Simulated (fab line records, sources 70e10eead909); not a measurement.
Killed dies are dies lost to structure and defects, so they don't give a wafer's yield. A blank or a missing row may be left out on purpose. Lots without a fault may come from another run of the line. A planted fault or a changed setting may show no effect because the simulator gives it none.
fab line records | flow nand_harc | part 1 of 2: steps 1 to 4 of 5
record lots=12 wafers=36 last_day=34
route steps=1302 shown THIN_TSV@1250 END@1302
lots that met no fault: from a run of the same line without faults
start_h: hours from the record's first day to the start of the lot's first wafer shown | wait_h: hours since the lot's step before | " the same as in the row above | L1.1+2: a row that stands for several wafers | - no value, or no start given | * or withheld: withheld | < > ~ a bound
route shown NAME@n: a module of which the file shows steps, and the number in the route of the first | usual: mean/standard deviation of fault-free wafers | same: alike in all rows | chamber/n: place in a boat | sites: the reading at each site | _std_site: their standard deviation | _edge_site: outer sites' mean less inner sites' | radius_mm: how far each site lies from the wafer's centre | mask NAME#n: copy n | behind: the tool/chamber that last shaped the wafer | hold: why the lot was held/for how many hours/how that ended | device: the transistor (n, p or np) that didn't switch | end of line: the same wafers' tests at the end of the route | a step without rows: its recipe alone | killed: dies lost to structure and defects at the first sort, not the wafer's yield | map: a wafer's dies, x killed, . not, _ none there
set.NAME: the setting as run; set.NAME@STEP: as run at that earlier step | model.NAME: the simulator's own value behind a step, which no gauge read
steps of the route over a sample of lots; a table a step, a row a wafer
services: from which hour (start_h, from the record's first day; less than 0 if before it) a tool's chamber was out of use, for how many hours, and why
## steps
# step NHARC_THIN_TSV_DEP_43
# recipe target_thk_a=13285 temp_c=withheld pressure_torr=6.5 rf_w=900 teos_flow_sccm=161.4 flow_sccm=2650 target_thk_nm=1328.5 gas=O2 material=SiO2
# usual throttle_valve_pct=16.0/0.42
# columns lot.wafer tool chamber start_h wait_h throttle_valve_pct
L956.2 pecvd-01 2 551.98 - 15.9
L956.6 " 0 " " 15.6
L956.5 " 2 " " 15.6
L957.3 pecvd-04 1 553.14 - 16.5
L957.6 " 1 " " 16.2
L957.4 " 2 " " 15.2
L958.3 pecvd-03 1 575.41 - 16.2
L958.4 " 0 " " 16.2
L958.6 " 1 " " 16.0
L964.1 pecvd-01 0 613.79 - 15.5
L964.6 " 0 " " 15.4
L964.4 " 2 " " 16.0
L963.3 pecvd-04 1 619.25 - 16.4
L963.2 " 0 " " 15.8
L963.5 " 2 " " 15.7
L966.1 pecvd-01 0 644.18 - 15.6
L966.3 " 1 " " 16.4
L966.5 " 2 " " 16.0
L965.1 pecvd-01 1 645.38 - 16.4
L965.5 " 1 " " 16.3
L965.6 " 2 " " 15.8
L972.1 pecvd-04 1 715.02 - 16.0
L972.4 " 1 " " 16.3
L972.5 " 0 " " 16.3
L975.2 pecvd-03 2 723.98 - 16.2
L975.3 " 1 " " 16.3
L975.6 " 0 " " 16.4
L973.1 pecvd-03 0 725.18 - 16.4
L973.5 " 0 " " 16.5
L973.4 " 1 " " 16.2
L979.3 pecvd-03 1 778.98 - 16.1
L979.4 " 2 " " 16.0
L979.6 " 0 " " 16.2
L978.4 pecvd-04 2 797.83 - 15.3
L978.3 " 0 " " 16.3
L978.5 " 2 " " 15.0
# step NHARC_THIN_TSV_ETCH_44
# recipe target_depth_a=15942 time_s=797.1 cf4_flow_sccm=150 o2_flow_sccm=10 ar_flow_sccm=0 rf_w=300 bias_w=800 chemistry=CF4/O2
# usual bias_w=799.7/2.4 cf4_flow_sccm=150.0/0.44 drypump_motor_current_A=5.8/0.5 oes_product_au=1.004/0.011 rf_vpp_V=794/4.8 showerhead_plenum_p_Torr=1.83/0.076 throttle_valve_pct=16.914/0.0086
# columns lot.wafer tool chamber start_h wait_h bias_w cf4_flow_sccm drypump_motor_current_A oes_product_au rf_hours_counter_h rf_vpp_V showerhead_plenum_p_Torr throttle_valve_pct
L956.2 rie_diel-07 0 553.08 0.2 801.0 149.6 5.6 1.013 2.9 801 1.94 16.920
L956.5 " 2 " " 795.2 150.3 6.5 0.986 - 793 1.81 16.901
L956.6 " 3 " " 799.7 150.2 5.5 0.987 - 787 1.73 16.920
L957.4 rie_diel-08 3 554.22 0.1 799.1 150.4 5.0 1.010 0.1 796 1.86 16.912
L957.3 " 1 " " 801.5 149.4 5.9 0.987 0.1 793 1.80 16.924
L957.6 " 3 " " 798.7 150.4 5.0 1.006 - 795 1.86 16.904
L958.3 rie_diel-07 0 576.40 0.1 796.9 149.9 5.6 0.998 4.9 800 1.94 16.928
L958.4 " 1 " " 798.4 149.9 6.2 1.017 6.0 788 1.75 16.921
L958.6 " 1 " " 797.2 150.0 6.2 1.023 - 790 1.75 16.906
L964.1 rie_diel-07 1 615.04 0.2 805.1 150.2 6.2 1.014 8.6 791 1.75 16.905
L964.4 " 3 " " 803.2 149.7 5.6 1.008 - 788 1.72 16.926
L964.6 " 0 " " 800.1 150.6 5.6 1.011 - 802 1.94 16.917
L963.3 rie_diel-08 0 620.22 0.1 800.5 149.7 5.1 1.008 3.4 791 1.78 16.933
L963.2 " 3 " " 799.8 151.1 5.0 1.001 3.4 798 1.85 16.918
L963.5 " 3 " " 799.8 150.5 5.0 1.009 - 795 1.85 16.924
L966.3 rie_diel-08 0 645.13 0.1 801.1 149.5 5.1 1.000 4.5 792 1.77 16.896
L966.1 " 3 " " 800.6 149.8 5.1 1.003 4.4 796 1.85 16.918
L966.5 " 1 " " 803.2 150.2 5.9 1.003 - 793 1.80 16.915
L965.1 rie_diel-07 0 646.45 0.1 798.8 150.4 5.6 1.019 8.8 802 1.94 16.921
L965.6 " 0 " " 802.9 149.9 5.6 1.013 - 800 1.94 16.919
L965.5 " 1 " " 803.2 150.8 6.2 1.019 - 788 1.75 16.914
L972.1 rie_diel-08 1 715.97 0.1 - - - - - - - -
L972.4 " 3 " " - - - - - - - -
L972.5 " 1 " " - - - - - - - -
L975.3 rie_diel-07 3 725.05 0.1 - - - - - - - -
L975.2 " 2 " " - - - - - - - -
L975.6 " 0 " " - - - - - - - -
L973.4 rie_diel-07 0 726.31 0.1 - - - - - - - -
L973.1 " 1 " " - - - - - - - -
L973.5 " 0 " " - - - - - - - -
L979.4 rie_diel-08 1 780.12 0.1 801.8 150.0 5.9 0.977 2.2 793 1.80 16.920
L979.3 " 2 " " 798.1 150.6 6.3 0.995 2.1 799 1.91 16.920
L979.6 " 1 " " 797.5 150.3 5.9 0.979 - 792 1.80 16.910
L978.4 rie_diel-08 3 798.97 0.1 800.9 150.5 5.0 1.011 3.0 795 1.85 16.912
L978.3 " 0 " " 799.8 149.2 5.1 0.990 3.3 789 1.77 16.919
L978.5 " 2 " " 800.0 149.0 6.4 1.003 - 800 1.91 16.910
# step NHARC_THIN_TSV_ETCH_15
# recipe target_depth_a=30000 bosch_target_overetch_cycles=2 bosch_etch_step_s=2.8 bosch_dep_step_s=1.2 bosch_cycles=14
# usual drypump_motor_current_A=5.9/0.36
# same bosch_cycles=14 bosch_dep_step_s=1.2
# columns lot.wafer tool chamber start_h wait_h drypump_motor_current_A rf_hours_counter_h
L956.2 rie_si-05 3 553.55 - 5.7 0.3
L956.5 " 1 " " 5.3 -
L956.6 " 2 " " 5.6 -
L957.3 rie_si-03 0 554.75 - 6.1 1.0
L957.4 " 1 " " 5.4 0.9
L957.6 " 3 " " 5.9 -
L958.3 rie_si-06 2 576.99 - 6.1 0.9
L958.4 " 0 " " 6.2 -
L958.6 " 2 " " 6.1 -
L964.1 rie_si-05 3 615.57 - 5.7 0.8
L964.4 " 1 " " 5.3 0.9
L964.6 " 0 " " 6.3 -
L963.2 rie_si-05 1 620.91 - 5.3 0.9
L963.3 " 2 " " 5.6 1.0
L963.5 " 1 " " 5.3 -
L966.3 rie_si-03 3 645.74 - 5.9 0.4
L966.1 " 0 " " 6.1 0.3
L966.5 " 1 " " 5.4 -
L965.1 rie_si-06 1 647.06 - 6.6 0.1
L965.5 " 2 " " 6.1 -
L965.6 " 3 " " 6.0 -
L972.1 rie_si-06 1 716.56 0.5 6.6 0.5
L972.4 " 3 " " 5.9 0.6
L972.5 " 0 " " 6.2 -
L975.3 rie_si-06 0 725.63 0.5 6.2 0.6
L975.2 " 2 " " 6.0 0.6
L975.6 " 0 " " 6.2 -
L973.1 rie_si-05 3 726.84 0.4 5.7 0.3
L973.4 " 0 " " 6.3 0.4
L973.5 " 3 " " 5.7 -
L979.4 rie_si-03 1 780.63 - 5.3 0.1
L979.3 " 2 " " 5.6 0.1
L979.6 " 2 " " 5.6 -
L978.4 rie_si-03 1 799.48 - 5.4 0.2
L978.3 " 2 " " 5.6 0.2
L978.5 " 1 " " 5.3 -
# step NHARC_THIN_TSV_STRIP_45
# recipe power_w=1500 temp_c=250 chemistry=O2
# usual drypump_motor_current_A=5.4/0.58 heater_power_w=372/26
# columns lot.wafer tool chamber start_h wait_h drypump_motor_current_A heater_power_w rf_hours_counter_h
L956.2 plasma_asher-01 1 553.79 0.1 5.9 361 5
L956.6 " 0 " " 6.3 340 -
L956.5 " 1 " " 5.9 359 -
L957.4 plasma_asher-02 1 555.05 0.2 4.8 378 -
L957.3 " 0 " " 5.2 398 -
L957.6 " 1 " " 4.8 376 -
L958.4 plasma_asher-02 1 577.31 0.2 4.8 365 -
L958.3 " 0 " " 5.2 392 -
L958.6 " 1 " " 4.8 369 -
L964.1 plasma_asher-02 0 615.94 0.2 5.2 408 0
L964.4 " 1 " " 4.8 349 -
L964.6 " 1 " " 4.8 355 -
L963.2 plasma_asher-02 1 621.23 0.2 4.8 366 3
L963.3 " 0 " " 5.2 410 -
L963.5 " 0 " " 5.2 410 -
L966.1 plasma_asher-01 1 645.93 0.1 5.9 351 23
L966.3 " 1 " " 5.9 366 -
L966.5 " 0 " " 6.3 337 -
L965.1 plasma_asher-01 0 647.28 0.1 6.3 344 23
L965.6 " 1 " " 5.9 372 -
L965.5 " 0 " " 6.3 335 -
L972.1 plasma_asher-02 0 716.77 0.1 5.2 417 25
L972.4 " 1 " " 4.8 348 -
L972.5 " 1 " " 4.8 355 -
L975.2 plasma_asher-01 0 725.89 0.1 6.3 337 5
L975.3 " 0 " " 6.3 334 -
L975.6 " 0 " " 6.3 337 -
L973.1 plasma_asher-02 0 727.04 0.1 5.2 413 26
L973.4 " 1 " " 4.7 362 -
L973.5 " 1 " " 4.8 360 -
L979.3 plasma_asher-01 1 780.94 0.2 5.9 372 -
L979.4 " 0 " " 6.3 338 -
L979.6 " 1 " " 6.0 375 -
L978.4 plasma_asher-02 1 799.81 0.2 4.8 370 -
L978.3 " 0 " " 5.2 410 -
L978.5 " 1 " " 4.8 378 -
## key
first_sign step=NHARC_THIN_TSV_ETCH_44 reading=tool_record direction=missing
effect step=NHARC_END_SORT_01 reading=killed_at_other direction=up sigmas=99+ usual=1.0 struck=619.4
more_kills_born_at NHARC_THIN_TSV_ETCH_44@rie_diel-07=3734 NHARC_THIN_TSV_ETCH_44@rie_diel-08=1828
met_at NHARC_THIN_TSV_ETCH_44
struck_lots L972,L973,L975
later_rows_left_out L972.1,L972.4,L972.5,L973.1,L973.4,L973.5,L975.2,L975.3,L975.6
not_acting_at NHARC_THIN_TSV_DEP_43,NHARC_THIN_TSV_ETCH_15,NHARC_THIN_TSV_STRIP_45
onset_between 646.45 715.97
fault kind=skipped_step_whole tool=rie_diel-07,rie_diel-08 chamber=- onset_h=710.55 steps=NHARC_THIN_TSV_ETCH_44 scope=struck_lots_only
# later_rows_left_out: the simulator's readings of these wafers behind a module that went badly wrong aren't trusted and aren't shown, but for the sort
